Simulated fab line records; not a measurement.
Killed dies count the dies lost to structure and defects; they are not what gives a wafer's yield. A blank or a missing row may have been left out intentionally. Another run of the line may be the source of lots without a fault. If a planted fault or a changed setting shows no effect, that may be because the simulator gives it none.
fab line records -- flow n5Finfet
record lots=15, wafers=42, lastDay=18
route steps=1938 shown PMOS_HMC_CHANNEL_EPI@63 FIN_SAQP@116
lots that met no fault: from a run of the same line without faults
startH: hours from the record's first day to the start of the lot's first wafer shown -- waitH: hours since the lot's step before -- " unchanged from the row above -- L1.1+2: a row that stands for several wafers -- - no value present, or no start provided -- * or withheld: withheld -- < > ~ a bound
route shown NAME@n: names a module that has steps shown in the file, with the first one's number in the route -- usual: mean/standard deviation taken from wafers without a fault -- same: alike in all rows -- chamber/n: place in a boat -- sites: per-site readings -- _std_site: their standard deviation -- _edge_site: inner sites' mean taken away from outer sites' mean -- radiusMm: for every site, how far away it sits from the centre of the wafer -- mask NAME#n: copy n -- behind: the most recent tool/chamber to have shaped the wafer -- hold: the reason the lot was held/the length of the hold in hours/how it ended -- device: names the non-switching transistor (n, p or np) -- end of line: tests of these same wafers at the route's end -- a step given without rows: its recipe and nothing more -- killed: dies lost to structure and defects at the first sort, not the wafer's yield -- map: the dies of a wafer, with x for killed, . for not killed, _ for no die there
set.NAME: the run value of the setting; set.NAME@STEP: its run value at that earlier step -- model.NAME: the simulator's own value behind a step, which no gauge read
one table for each step of the route and one row for each wafer, over a sample of lots
services: the hour from which a tool's chamber was out of use, counted from the record's first day as startH (under 0 if before that day), plus the number of hours and why
## steps
# step N5_PMOS_HMC_CHANNEL_EPI_PEB_07
# recipe pebTempC=110, pebTimeS=60, resist=CAR-ArF-block
# usual chillPlateTempC=23.00/0.1, exhaustPa=44.8/0.99
lot.wafer,tool,chamber,startH,waitH,chillPlateTempC,exhaustPa
L143.2,lithoTrack-03,0,16.81,0.0,22.88,44.3
L143.3,lithoTrack-03,0,16.81,0.0,23.04,44.7
L143.5,lithoTrack-03,0,16.81,0.0,22.95,45.2
L147.1,lithoTrack-05,0,41.19,0.1,22.90,44.4
L147.4,lithoTrack-05,0,41.19,0.1,22.96,44.0
L149.1,lithoTrack-05,0,52.92,0.1,23.02,44.0
L149.6,lithoTrack-05,0,52.92,0.1,23.10,42.4
L150.4,lithoTrack-03,0,59.74,0.0,23.04,44.5
L150.6,lithoTrack-03,0,59.74,0.0,23.00,44.9
L151.2,lithoTrack-05,0,65.84,0.0,23.04,45.9
L151.4,lithoTrack-05,0,65.84,0.0,22.84,46.0
L151.5,lithoTrack-05,0,65.84,0.0,23.05,46.7
L152.2,lithoTrack-03,0,73.56,0.0,22.93,44.0
L152.3,lithoTrack-03,0,73.56,0.0,23.04,44.6
L152.4,lithoTrack-03,0,73.56,0.0,22.90,45.3
L154.3,lithoTrack-05,0,83.37,0.0,22.95,45.6
L154.4,lithoTrack-05,0,83.37,0.0,22.97,44.4
L154.5,lithoTrack-05,0,83.37,0.0,23.05,43.7
L155.1,lithoTrack-05,-,88.96,0.1,-,-
L155.3,lithoTrack-05,-,88.96,0.1,-,-
L155.5,lithoTrack-05,-,88.96,0.1,-,-
L156.3,lithoTrack-05,-,95.16,0.0,-,-
L156.4,lithoTrack-05,-,95.16,0.0,-,-
L156.6,lithoTrack-05,-,95.16,0.0,-,-
L157.1,lithoTrack-05,-,101.79,0.1,-,-
L157.3,lithoTrack-05,-,101.79,0.1,-,-
L157.4,lithoTrack-05,-,101.79,0.1,-,-
L162.1,lithoTrack-05,0,131.29,0.1,22.94,44.5
L162.2,lithoTrack-05,0,131.29,0.1,22.95,45.8
L162.5,lithoTrack-05,0,131.29,0.1,23.03,44.9
L163.1,lithoTrack-05,0,137.25,0.1,23.09,44.5
L163.3,lithoTrack-05,0,137.25,0.1,23.22,45.7
L163.5,lithoTrack-05,0,137.25,0.1,22.98,45.7
L164.4,lithoTrack-02,0,143.03,0.0,22.78,46.0
L164.5,lithoTrack-02,0,143.03,0.0,22.91,45.7
L164.6,lithoTrack-02,0,143.03,0.0,22.97,44.8
L165.3,lithoTrack-03,0,148.83,0.0,23.02,44.1
L165.5,lithoTrack-03,0,148.83,0.0,23.14,44.5
L165.6,lithoTrack-03,0,148.83,0.0,23.09,44.4
L166.2,lithoTrack-03,0,155.35,0.0,22.97,46.0
L166.3,lithoTrack-03,0,155.35,0.0,23.05,44.4
L166.5,lithoTrack-03,0,155.35,0.0,23.13,45.4
# step N5_PMOS_HMC_CHANNEL_EPI_FIN_RECESS_16
# recipe chemistry=HBr/Cl2, target=Si, maskMaterial=SiO2, targetDepthA=540, timeS=18, pressureMtorr=10, icpW=800, biasW=75, HBr_flow_sccm=150, Cl2_flow_sccm=80
# usual chamberPressureMTorr=10.000/0.0087, drypumpMotorCurrentA=5.33/0.27, oesProductAu=0.993/0.015, throttleValvePct=35.6/0.42
lot.wafer,tool,chamber,startH,waitH,chamberPressureMTorr,drypumpMotorCurrentA,oesProductAu,rfHoursCounterH,throttleValvePct
L143.2,rieSi-01,2,17.42,0.0,9.999,5.35,0.993,154,36.5
L143.3,rieSi-01,0,17.42,0.0,9.999,5.52,1.008,99,35.7
L143.5,rieSi-01,0,17.42,0.0,9.993,5.54,1.017,-,35.7
L147.1,rieSi-01,2,41.82,0.0,10.010,5.35,0.986,154,36.5
L147.4,rieSi-01,0,41.82,0.0,10.009,5.53,1.024,100,35.6
L149.1,rieSi-03,1,53.59,0.0,9.988,5.42,0.967,6,34.9
L149.6,rieSi-03,2,53.59,0.0,10.000,5.26,0.990,-,35.7
L150.4,rieSi-05,0,60.55,0.0,9.980,5.04,0.989,168,35.3
L150.6,rieSi-05,1,60.55,0.0,10.000,5.56,0.992,-,35.1
L151.2,rieSi-03,1,66.46,0.0,9.990,5.42,0.980,6,34.9
L151.4,rieSi-03,2,66.46,0.0,9.990,5.27,1.007,93,35.7
L151.5,rieSi-03,0,66.46,0.0,9.995,5.47,0.996,-,35.0
L152.2,rieSi-03,0,74.17,0.0,9.987,5.47,0.999,169,35.0
L152.3,rieSi-03,1,74.17,0.0,9.996,5.44,0.976,6,34.9
L152.4,rieSi-03,3,74.17,0.0,9.998,4.94,0.993,63,35.5
L154.3,rieSi-01,1,83.97,0.0,10.011,4.85,0.982,84,36.2
L154.4,rieSi-01,3,83.97,0.0,10.000,5.55,1.018,193,35.3
L154.5,rieSi-01,3,83.97,0.0,10.003,5.53,1.003,-,35.3
L155.1,rieSi-05,0,89.57,0.0,10.005,5.03,0.990,168,35.3
L155.3,rieSi-05,1,89.57,0.0,10.006,5.57,0.974,180,35.1
L155.5,rieSi-05,0,89.57,0.0,10.000,5.01,0.985,-,35.3
L156.3,rieSi-03,2,96.08,0.0,10.000,5.24,0.989,93,35.7
L156.4,rieSi-03,1,96.08,0.0,9.996,5.44,0.970,7,34.9
L156.6,rieSi-03,1,96.08,0.0,10.016,5.43,0.969,-,35.0
L157.1,rieSi-05,0,102.46,0.0,10.006,5.06,0.990,169,35.3
L157.3,rieSi-05,3,102.46,0.0,10.001,5.71,1.011,6,35.7
L157.4,rieSi-05,2,102.46,0.0,9.995,5.46,0.975,139,35.8
L162.1,rieSi-01,0,131.90,0.0,10.007,5.55,1.010,101,35.6
L162.2,rieSi-01,3,131.90,0.0,9.989,5.52,1.021,194,35.3
L162.5,rieSi-01,3,131.90,0.0,9.987,5.52,1.026,-,35.3
L163.1,rieSi-01,0,138.06,0.0,10.011,5.55,1.011,101,35.7
L163.3,rieSi-01,3,138.06,0.0,9.993,5.52,1.015,194,35.3
L163.5,rieSi-01,0,138.06,0.0,10.001,5.54,1.010,-,35.7
L164.4,rieSi-03,0,143.65,0.0,9.998,5.47,1.008,170,35.0
L164.5,rieSi-03,3,143.65,0.0,10.006,4.97,1.006,-,35.5
L164.6,rieSi-03,0,143.65,0.0,10.003,5.45,1.003,-,35.0
L165.3,rieSi-01,0,149.65,0.0,10.004,5.54,1.001,101,35.7
L165.5,rieSi-01,1,149.65,0.0,10.000,4.87,0.972,-,36.2
L165.6,rieSi-01,0,149.65,0.0,10.011,5.54,0.997,-,35.7
L166.2,rieSi-01,1,156.27,0.0,10.013,4.82,0.984,85,36.2
L166.3,rieSi-01,0,156.27,0.0,10.010,5.53,1.005,102,35.7
L166.5,rieSi-01,2,156.27,0.0,10.009,5.34,0.988,-,36.5
# step N5_PMOS_HMC_CHANNEL_EPI_EPI_26
# recipe material=Si, targetThkA=38, tempC=650, precursor=SiH4/H2, pressureTorr=20, timeS=22.7
# usual throttleValvePct=11.28/0.21
lot.wafer,tool,chamber,startH,waitH,throttleValvePct
L143.2,epiRpcvd-02,0,19.38,0.1,11.34
L143.3,epiRpcvd-02,0,19.38,0.1,11.47
L143.5,epiRpcvd-02,0,19.38,0.1,11.08
L147.1,epiRpcvd-01,0,44.13,0.0,11.12
L147.4,epiRpcvd-01,0,44.13,0.0,10.91
L149.1,epiRpcvd-02,0,55.89,0.0,11.64
L149.6,epiRpcvd-02,0,55.89,0.0,11.53
L150.4,epiRpcvd-02,0,63.16,0.2,11.21
L150.6,epiRpcvd-02,0,63.16,0.2,11.54
L151.2,epiRpcvd-02,0,68.84,0.1,11.36
L151.4,epiRpcvd-02,0,68.84,0.1,11.29
L151.5,epiRpcvd-02,0,68.84,0.1,11.12
L152.2,epiRpcvd-02,0,76.15,0.1,11.29
L152.3,epiRpcvd-02,0,76.15,0.1,11.30
L152.4,epiRpcvd-02,0,76.15,0.1,11.34
L154.3,epiRpcvd-02,0,86.42,0.2,11.26
L154.4,epiRpcvd-02,0,86.42,0.2,11.47
L154.5,epiRpcvd-02,0,86.42,0.2,11.20
L155.1,epiRpcvd-04,0,91.89,0.0,11.41
L155.3,epiRpcvd-04,0,91.89,0.0,11.70
L155.5,epiRpcvd-04,0,91.89,0.0,11.82
L156.3,epiRpcvd-01,0,98.49,0.1,11.02
L156.4,epiRpcvd-01,0,98.49,0.1,11.17
L156.6,epiRpcvd-01,0,98.49,0.1,11.14
L157.1,epiRpcvd-02,0,104.40,0.0,11.12
L157.3,epiRpcvd-02,0,104.40,0.0,11.33
L157.4,epiRpcvd-02,0,104.40,0.0,11.60
L162.1,epiRpcvd-02,0,134.22,0.0,11.54
L162.2,epiRpcvd-02,0,134.22,0.0,11.22
L162.5,epiRpcvd-02,0,134.22,0.0,11.23
L163.1,epiRpcvd-01,0,139.97,0.0,11.04
L163.3,epiRpcvd-01,0,139.97,0.0,11.13
L163.5,epiRpcvd-01,0,139.97,0.0,11.02
L164.4,epiRpcvd-04,0,145.84,0.2,11.43
L164.5,epiRpcvd-04,0,145.84,0.2,11.34
L164.6,epiRpcvd-04,0,145.84,0.2,11.22
L165.3,epiRpcvd-04,0,152.22,0.2,11.52
L165.5,epiRpcvd-04,0,152.22,0.2,11.46
L165.6,epiRpcvd-04,0,152.22,0.2,11.04
L166.2,epiRpcvd-02,0,158.65,0.1,11.11
L166.3,epiRpcvd-02,0,158.65,0.1,11.26
L166.5,epiRpcvd-02,0,158.65,0.1,11.33
# step N5_FIN_SAQP_ETCH_52
# recipe chemistry=N2/H2, target=SOC, targetDepthA=1000, overetchA=200, maskMaterial=SiARC, tempC=40, timeS=150, ionEnergyEv=200, pressureMtorr=30, sourceW=840, biasW=150, n2FlowSccm=200, h2FlowSccm=200, ends=endPoint
# usual chamberPressureMTorr=30.001/0.026, drypumpMotorCurrentA=5.6/0.41, oesProductAu=0.71/0.045, rfVppV=524.1/2.3, showerheadPlenumPTorr=2.55/0.093, tempC=40.01/0.12, throttleValvePct=17.84/0.25
lot.wafer,tool,chamber,startH,waitH,chamberPressureMTorr,drypumpMotorCurrentA,oesProductAu,rfHoursCounterH,rfVppV,showerheadPlenumPTorr,tempC,throttleValvePct
L143.2,rieDiel-02,3,21.60,0.0,30.005,4.9,0.62,248,525.3,2.64,40.11,18.27
L143.3,rieDiel-02,1,21.60,0.0,30.012,5.2,0.73,69,525.7,2.58,40.10,17.76
L143.5,rieDiel-02,1,21.60,0.0,30.031,5.2,0.73,-,524.1,2.58,40.01,17.75
L147.1,rieDiel-04,2,46.33,0.0,29.956,4.8,0.63,226,525.8,2.65,39.99,18.46
L147.4,rieDiel-04,1,46.33,0.0,30.044,5.8,0.75,-,525.9,2.57,40.04,17.65
L149.1,rieDiel-04,3,57.73,0.0,29.990,5.7,0.68,158,526.3,2.64,40.02,17.84
L149.6,rieDiel-04,1,57.73,0.0,29.991,5.8,0.74,-,524.1,2.57,39.84,17.65
L150.4,rieDiel-04,1,66.65,0.0,29.990,5.8,0.74,91,525.2,2.57,39.92,17.67
L150.6,rieDiel-04,1,66.65,0.0,30.019,5.8,0.73,-,524.9,2.57,40.01,17.66
L151.2,rieDiel-01,0,71.78,0.0,29.980,6.2,0.71,87,520.9,2.44,39.90,17.73
L151.4,rieDiel-01,2,71.78,0.0,30.033,5.6,0.75,-,526.2,2.59,39.92,17.58
L151.5,rieDiel-01,0,71.78,0.0,29.976,6.2,0.71,-,523.8,2.44,39.93,17.74
L152.2,rieDiel-01,0,77.95,0.0,29.980,6.3,0.71,89,521.5,2.44,39.83,17.72
L152.3,rieDiel-01,3,77.95,0.0,29.969,5.4,0.70,106,521.6,2.47,39.78,18.09
L152.4,rieDiel-01,3,77.95,0.0,29.995,5.4,0.70,-,521.4,2.47,39.86,18.07
L154.3,rieDiel-02,1,89.33,0.0,29.987,5.2,0.70,95,523.5,2.56,40.04,17.80
L154.4,rieDiel-02,3,89.33,0.0,30.034,4.9,0.81,17,526.2,2.63,39.93,17.95
L154.5,rieDiel-02,1,89.33,0.0,29.983,5.2,0.70,-,525.2,2.56,40.07,17.78
L162.1,rieDiel-02,0,136.21,0.0,30.016,6.1,0.71,106,522.1,2.44,40.00,17.76
L162.2,rieDiel-02,1,136.21,0.0,30.034,5.2,0.69,110,524.0,2.56,39.94,17.84
L162.5,rieDiel-02,2,136.21,0.0,29.999,5.8,0.72,-,527.1,2.70,39.93,17.93
L163.1,rieDiel-01,1,141.97,0.0,30.001,5.8,0.73,85,522.2,2.44,40.03,17.41
L163.3,rieDiel-01,2,141.97,0.0,29.997,5.6,0.72,78,525.0,2.57,40.00,17.63
L163.5,rieDiel-01,1,141.97,0.0,29.999,5.8,0.72,-,521.3,2.44,39.99,17.40
L164.4,rieDiel-01,1,149.67,0.0,30.006,5.8,0.73,87,522.1,2.44,40.03,17.43
L164.5,rieDiel-01,2,149.67,0.0,29.955,5.6,0.72,-,524.4,2.57,39.95,17.64
L164.6,rieDiel-01,3,149.67,0.0,30.016,5.4,0.68,-,521.3,2.47,40.27,18.10
L165.3,rieDiel-02,2,154.07,0.0,30.051,5.8,0.70,91,526.9,2.70,39.97,17.96
L165.5,rieDiel-02,2,154.07,0.0,29.941,5.8,0.72,-,527.1,2.70,40.02,17.95
L165.6,rieDiel-02,1,154.07,0.0,30.015,5.2,0.69,-,524.6,2.55,40.33,17.83
L166.2,rieDiel-01,0,160.69,0.0,30.033,6.2,0.68,120,521.4,2.42,39.87,17.79
L166.3,rieDiel-01,3,160.69,0.0,30.018,5.4,0.68,124,522.4,2.47,40.17,18.11
L166.5,rieDiel-01,1,160.69,0.0,30.021,5.8,0.71,-,520.5,2.44,40.13,17.42
## services
tool,chamber,startH,hours,kind
rieDiel-02,1,-0.03,7.5,repair
rieSi-03,1,4.08,1.9,repair
rieDiel-02,-,5.87,2.8,pm
rieDiel-01,2,9.68,9.1,repair
epiRpcvd-02,-,14.39,1.7,repair
rieSi-03,-,17.12,0.2,repair
rieDiel-02,1,23.70,4.1,repair
epiRpcvd-04,-,27.17,2.3,repair
rieSi-05,2,47.64,4.9,repair
epiRpcvd-02,-,47.74,1.7,repair
rieSi-01,2,52.77,12.3,repair
rieDiel-01,-,55.43,14.6,pm
rieSi-03,0,62.68,2.8,repair
rieDiel-01,1,71.65,13.0,repair
rieDiel-04,3,85.35,15.4,repair
rieDiel-01,3,89.17,31.4,repair
epiRpcvd-02,-,105.14,0.7,repair
rieDiel-01,-,116.22,0.3,repair
rieSi-01,-,117.01,2.8,pm
rieDiel-04,-,134.04,2.8,pm
rieSi-01,3,149.30,-,clean
rieSi-01,3,149.30,16.9,scheduledDown
rieSi-01,3,149.30,16.9,ventCycle
epiRpcvd-01,-,153.38,28.1,pm
## key
firstSign step=N5_PMOS_HMC_CHANNEL_EPI_PEB_07, reading=toolRecord, direction=missing
effect none on later readings
metAt N5_PMOS_HMC_CHANNEL_EPI_PEB_07
struckLots L155,L156,L157
rowsEnd L156.3,L156.4,L156.6,L157.1,L157.3,L157.4
laterRowsLeftOut L155.1,L155.3,L155.5
sortLeftOut L155.1,L155.3,L155.5
testerLeftOut L155
notActingAt N5_PMOS_HMC_CHANNEL_EPI_FIN_RECESS_16,N5_PMOS_HMC_CHANNEL_EPI_EPI_26,N5_FIN_SAQP_ETCH_52
onsetBetween 83.37 88.96
fault kind=skippedStepWhole, tool=lithoTrack-05, chamber=-, onsetH=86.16, steps=N5_PMOS_HMC_CHANNEL_EPI_PEB_07, scope=struckLotsOnly
# testerLeftOut: of these lots the tester's yield and bins aren't shown, on N5 and GAA mostly nor the transistor test; their killed dies are dies lost to structure and defects alone, not to doping, threshold or leakage, so they don't give the yield
# sortLeftOut: the simulated sort isn't trusted on such a fault, so these wafers' sort isn't shown, and their yield isn't known
# laterRowsLeftOut: the simulator's readings of these wafers behind a module that went badly wrong aren't trusted and aren't shown, but for the sort
# rowsEnd: these wafers met a further fault down the route, and their rows from its step on are left out
